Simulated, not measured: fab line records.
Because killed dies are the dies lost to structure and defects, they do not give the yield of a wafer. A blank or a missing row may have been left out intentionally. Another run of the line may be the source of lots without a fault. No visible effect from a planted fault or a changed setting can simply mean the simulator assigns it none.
Matching of chambers | flow n5Finfet | N5_BEOL_M3_ETCH_74 on rieDiel-06 has 4 sister chambers
The step etches underlayer in N2/H2, target depth 6.5 nm, time 5.2 s. 16 wafers are shown with their chamber, then 8 later ones without.

## WAFERS WITH THEIR CHAMBER
wafer  | chamber | drypumpMotorCurrentA (A) | showerheadPlenumPTorr (Torr) | throttleValvePct (%)
L074.1 | 3       | 5.91                     | 2.68                         | 17.37
L074.2 | 2       | 5.42                     | 2.65                         | 17.87
L074.5 | 0       | 5.77                     | 2.52                         | 18.05
L083.2 | 3       | 5.89                     | 2.68                         | 17.39
L083.4 | 2       | 5.41                     | 2.65                         | 17.86
L083.6 | 1       | 5.28                     | 2.51                         | 18.01
L086.1 | 0       | 5.79                     | 2.51                         | 18.11
L086.2 | 2       | 5.46                     | 2.64                         | 17.88
L086.4 | 3       | 5.88                     | 2.68                         | 17.45
L087.1 | 3       | 5.90                     | 2.68                         | 17.40
L087.5 | 2       | 5.42                     | 2.64                         | 17.86
L087.6 | 3       | 5.94                     | 2.68                         | 17.40
L090.3 | 3       | 5.92                     | 2.67                         | 17.41
L090.5 | 1       | 5.31                     | 2.50                         | 18.03
L090.6 | 2       | 5.44                     | 2.64                         | 17.90
L093.1 | 3       | 5.91                     | 2.67                         | 17.42

SIGNATURES (means of the wafers above)
reading               | chamber 0 | chamber 1 | chamber 2 | chamber 3 | scatter within a chamber
drypumpMotorCurrentA  | 5.7800    | 5.2950    | 5.4300    | 5.9071    | 0.0196
showerheadPlenumPTorr | 2.5150    | 2.5050    | 2.6440    | 2.6771    | 0.0055
throttleValvePct      | 18.0800   | 18.0200   | 17.8740   | 17.4057   | 0.024
Rule: for each reading, subtract the chamber's mean from the wafer's reading, divide by that reading's scatter and square the result; add these up over the readings and take the root, which gives the wafer's distance from the chamber. If the next closest chamber is less than 2 further off than the closest, the wafer can't be placed; otherwise it belongs to the closest. The scatter is the square root of a quotient: the sum, over the shown wafers, of each reading's squared deviation from its chamber's mean, divided by wafers minus chambers.

## WAFERS MISSING THEIR CHAMBER
wafer  | drypumpMotorCurrentA (A) | showerheadPlenumPTorr (Torr) | throttleValvePct (%)
L093.4 | 5.41                     | 2.64                         | 17.92
L093.6 | 5.41                     | 2.64                         | 17.89
L097.1 | 5.44                     | 2.63                         | 17.89
L097.2 | 5.79                     | 2.51                         | 17.69
L097.3 | 5.91                     | 2.67                         | 17.43
L095.3 | 5.93                     | 2.67                         | 17.42
L095.5 | 5.78                     | 2.51                         | 17.70
L095.6 | 5.40                     | 2.63                         | 17.90

## WHICH CHAMBER EACH ONE RAN IN
wafer  | from the rows above | in truth
L093.4 | 2                   | 2
L093.6 | 2                   | 2
L097.1 | 2                   | 2
L097.2 | 0                   | 0
L097.3 | 3                   | 3
L095.3 | 3                   | 3
L095.5 | 0                   | 0
L095.6 | 2                   | 2
Placed correctly: 8 of 8. Number that these rows cannot place: 0. Number placed wrongly: 0.
